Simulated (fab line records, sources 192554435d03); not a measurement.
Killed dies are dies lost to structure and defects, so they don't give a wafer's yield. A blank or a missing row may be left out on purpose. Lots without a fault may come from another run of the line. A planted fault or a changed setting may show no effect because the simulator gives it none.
Which tool did it? | flow n5_finfet | 10 lots, 30 wafers sampled, at 5 steps of a route of 1938

WHAT THE GAUGES READ, wafer by wafer
N5_BEOL_M3_RS_MEAS_58: measures by four-point-probe. Usual: M3_RS 0.66 ohm/sq, standard deviation 0.031.
lot  | measured     | on            | M3_RS (ohm/sq) | flag
L847 | day 8 20:11  | film_metro-01 | 0.67 0.68 0.66 |
L850 | day 9 15:50  | film_metro-02 | 0.68 0.64 0.62 |
L852 | day 10 03:40 | film_metro-01 | 0.67 0.71 0.64 |
L855 | day 12 18:11 | film_metro-02 | 0.66 0.67 0.65 |
L858 | day 12 23:43 | film_metro-01 | 0.66 0.64 0.67 |
L862 | day 13 01:15 | film_metro-01 | 0.73 0.65 0.65 |
L863 | day 13 01:24 | film_metro-01 | 0.71 0.64 0.65 |
L860 | day 13 03:11 | film_metro-01 | 0.67 0.64 0.64 |
L861 | day 13 05:03 | film_metro-02 | 0.72 0.66 0.64 |
L864 | day 13 09:46 | film_metro-02 | 0.63 0.63 0.61 |

N5_BEOL_M4_RC_MEAS_101. Usual: DIBL_N 36.3 mV/V, standard deviation 1.7; DIBL_P 36.5 mV/V, standard deviation 2.1; IOFF_N 0.16 nA/um, standard deviation 0.03; IOFF_P 0.22 nA/um, standard deviation 0.035; ION_N 675 uA/um, standard deviation 11; ION_P 465 uA/um, standard deviation 7.1; SS_N 71.5 mV/dec, standard deviation 0.62; SS_P 73.3 mV/dec, standard deviation 0.64; VT_N 250 mV, standard deviation 3.1; VT_P -249.1 mV, standard deviation 3.
lot  | measured     | on        | DIBL_N (mV/V)  | DIBL_P (mV/V)  | IOFF_N (nA/um) | IOFF_P (nA/um) | ION_N (uA/um) | ION_P (uA/um) | SS_N (mV/dec)  | SS_P (mV/dec)  | VT_N (mV)   | VT_P (mV)            | flag
L847 | day 9 08:04  | prober-02 | 33.9 38.6 34.7 | 33.5 38.1 34.7 | 0.11 0.20 0.13 | 0.17 0.24 0.20 | 670 680 672   | 470 465 466   | 70.8 70.9 69.8 | 73.3 73.7 72.4 | 255 249 253 | -255.4 -248.3 -250.2 |
L850 | day 10 03:26 | prober-02 | 38.1 35.9 36.9 | 36.5 34.8 36.1 | 0.17 0.14 0.15 | 0.23 0.20 0.22 | 684 675 661   | 472 468 462   | 71.6 70.9 71.7 | 73.5 72.3 73.3 | 248 250 252 | -248.6 -249.5 -247.4 |
L852 | day 10 10:26 | prober-02 | 36.7 33.5 35.0 | 35.8 32.1 34.4 | 0.16 0.10 0.13 | 0.22 0.16 0.19 | 686 656 678   | 469 457 463   | 71.6 70.9 71.0 | 73.4 72.8 73.4 | 250 256 251 | -249.1 -253.1 -250.4 |
L855 | day 13 09:56 | prober-01 | 33.6 38.5 33.4 | 33.2 38.7 33.4 | 0.13 0.22 0.12 | 0.18 0.27 0.18 | 654 687 657   | 452 469 458   | 71.5 72.2 71.7 | 73.0 73.7 73.0 | 251 245 253 | -250.5 -247.3 -251.6 |
L858 | day 14 09:51 | prober-01 | 35.2 33.0 36.3 | 36.0 35.1 38.6 | 0.13 0.12 0.15 | 0.18 0.16 0.22 | 661 669 668   | 457 457 466   | 71.8 70.7 70.7 | 72.7 71.9 73.0 | 254 253 253 | -253.5 -253.4 -248.7 |
L862 | day 14 15:30 | prober-01 | 36.0 38.9 37.3 | 35.6 39.2 36.9 | 0.14 0.20 0.16 | 0.19 0.25 0.21 | 664 684 685   | 456 469 462   | 71.3 72.1 71.8 | 72.3 73.7 73.2 | 251 246 250 | -252.3 -249.2 -249.8 |
L863 | day 14 00:14 | prober-02 | 36.3 38.9 38.1 | 37.6 40.8 39.7 | 0.16 0.22 0.20 | 0.22 0.28 0.26 | 682 684 709   | 468 473 484   | 71.6 72.1 71.6 | 73.7 74.7 74.1 | 251 246 245 | -250.8 -246.8 -246.6 |
L860 | day 13 15:39 | prober-02 | 37.7 37.1 35.4 | 38.0 36.4 35.3 | 0.17 0.16 0.13 | 0.21 0.19 0.18 | 679 667 665   | 457 447 458   | 72.3 72.0 71.1 | 73.4 72.9 73.0 | 250 253 252 | -251.3 -255.7 -252.1 |
L861 | day 13 20:59 | prober-01 | 38.4 36.6 37.4 | 36.9 34.3 36.5 | 0.19 0.15 0.18 | 0.25 0.21 0.24 | 681 674 694   | 468 468 474   | 72.3 71.7 71.3 | 73.4 73.4 73.3 | 246 248 246 | -245.4 -246.7 -247.4 |
L864 | day 14 20:30 | prober-02 | 36.4 34.0 36.9 | 38.1 35.8 38.7 | 0.16 0.13 0.19 | 0.23 0.20 0.24 | 671 686 691   | 467 475 480   | 71.5 70.5 71.2 | 73.8 73.1 73.9 | 252 253 245 | -246.8 -248.7 -246.6 |

WHICH TOOL RAN EACH LOT (tool, then ch and the chambers of the sampled wafers, then the start)
lot  | N5_BEOL_M3_SPUTTER_86        | N5_BEOL_M3_ANNEAL_89         | N5_BEOL_M4_PECVD_72
L847 | pvd_sputter-02, day 8 17:57  | pvd_sputter-02, day 8 18:15  | pecvd-03 ch 0,1, day 8 20:21
L850 | pvd_sputter-03, day 9 13:34  | pvd_sputter-03, day 9 13:53  | pecvd-01 ch 0,1, day 9 16:02
L852 | pvd_sputter-01, day 10 00:59 | pvd_sputter-01, day 10 01:17 | pecvd-01 ch 0,1, day 10 03:50
L855 | pvd_sputter-02, day 12 16:00 | pvd_sputter-02, day 12 16:18 | pecvd-03 ch 0,1, day 12 18:22
L858 | pvd_sputter-02, day 12 21:34 | pvd_sputter-02, day 12 21:52 | pecvd-04 ch 0,1,2, day 12 23:53
L862 | pvd_sputter-03, day 12 23:01 | pvd_sputter-03, day 12 23:19 | pecvd-04 ch 0,2, day 13 01:26
L863 | pvd_sputter-01, day 12 23:01 | pvd_sputter-01, day 12 23:19 | pecvd-01 ch 1,2, day 13 01:35
L860 | pvd_sputter-03, day 13 01:02 | pvd_sputter-03, day 13 01:20 | pecvd-01 ch 1,2, day 13 03:23
L861 | pvd_sputter-03, day 13 02:53 | pvd_sputter-03, day 13 03:11 | pecvd-04 ch 0,1, day 13 05:14
L864 | pvd_sputter-03, day 13 07:37 | pvd_sputter-03, day 13 07:55 | pecvd-04 ch 0,1,2, day 13 09:57
- N5_BEOL_M3_SPUTTER_86: material Cu, target thk 4.5 nm, time 8.29 s.
- N5_BEOL_M3_ANNEAL_89: time 240 s.
- N5_BEOL_M4_PECVD_72: deposits SiO2 from TEOS/O2, target thk 16 nm, time 18 s.

WHAT THE TOOLS THEMSELVES READ (means of the sampled wafers that have a number; where no wafer has one, the mark that the record gives instead)
N5_BEOL_M3_SPUTTER_86. Usual: throttle_valve_pct 30.2 %, standard deviation 1.1.
lot  | tool           | throttle_valve_pct (%) | flag
L847 | pvd_sputter-02 | 29.6                   |
L850 | pvd_sputter-03 | 29.9                   |
L852 | pvd_sputter-01 | 29.1                   |
L855 | pvd_sputter-02 | 29.8                   |
L858 | pvd_sputter-02 | 29.7                   |
L862 | pvd_sputter-03 | 30.0                   |
L863 | pvd_sputter-01 | 30.1                   |
L860 | pvd_sputter-03 | 29.6                   |
L861 | pvd_sputter-03 | 30.4                   |
L864 | pvd_sputter-03 | 30.2                   |

N5_BEOL_M3_ANNEAL_89. Usual: heater_power_w 854 W, standard deviation 73.
lot  | tool           | heater_power_w (W) | flag
L847 | pvd_sputter-02 | 847                |
L850 | pvd_sputter-03 | 823                |
L852 | pvd_sputter-01 | 770                |
L855 | pvd_sputter-02 | 829                |
L858 | pvd_sputter-02 | 874                |
L862 | pvd_sputter-03 | 819                |
L863 | pvd_sputter-01 | 796                |
L860 | pvd_sputter-03 | 870                |
L861 | pvd_sputter-03 | 925                |
L864 | pvd_sputter-03 | 869                |

N5_BEOL_M4_PECVD_72. Usual: chamber_pressure_Torr 5.500 Torr, standard deviation 0.012; heater_power_outer_w 397 W, standard deviation 61; heater_power_w 678 W, standard deviation 74; showerhead_plenum_p_Torr 8.76 Torr, standard deviation 0.065; throttle_valve_pct 22.4 %, standard deviation 1.3.
lot  | tool     | chamber_pressure_Torr (Torr) | heater_power_outer_w (W) | heater_power_w (W) | showerhead_plenum_p_Torr (Torr) | throttle_valve_pct (%) | flag
L847 | pecvd-03 | 5.510                        | 414                      | 738                | 8.73                            | 22.0                   |
L850 | pecvd-01 | 5.504                        | 394                      | 664                | 8.77                            | 23.6                   |
L852 | pecvd-01 | 5.488                        | 375                      | 655                | 8.78                            | 23.9                   |
L855 | pecvd-03 | 5.506                        | 401                      | 734                | 8.73                            | 22.1                   |
L858 | pecvd-04 | -                            | -                        | -                  | -                               | -                      | OFF
L862 | pecvd-04 | -                            | -                        | -                  | -                               | -                      | OFF
L863 | pecvd-01 | 5.498                        | 385                      | 676                | 8.82                            | 22.9                   |
L860 | pecvd-01 | -                            | -                        | -                  | -                               | -                      | OFF
L861 | pecvd-04 | 5.502                        | 384                      | 674                | 8.78                            | 23.4                   |
L864 | pecvd-04 | 5.508                        | 385                      | 676                | 8.76                            | 22.6                   |

THE ANSWER, worked out from the rows above alone
Rule: a lot is off if the mean of its wafers that have a number lies more than 3 standard deviations from the usual mean. A lot without any number at a reading at which 4 lots or more have one is off too. The other lots that the step has rows for count as sound. The gauges are gone through in route order, then the tools' own readings, and for those a lot's mean is taken as printed above. The first step at which some lot is off is used, and at that step the reading that is off furthest; a lot without a number counts as furthest.
Off: L858, L862, L860, at N5_BEOL_M4_PECVD_72 (chamber_pressure_Torr). Without a number there: L858, L862, L860.
A tool fits if, at that step or a process step before it, it ran every lot that is off, and no sound lot after the first of them. None of those tried fits.

WHAT THE SIMULATOR HAD PUT IN
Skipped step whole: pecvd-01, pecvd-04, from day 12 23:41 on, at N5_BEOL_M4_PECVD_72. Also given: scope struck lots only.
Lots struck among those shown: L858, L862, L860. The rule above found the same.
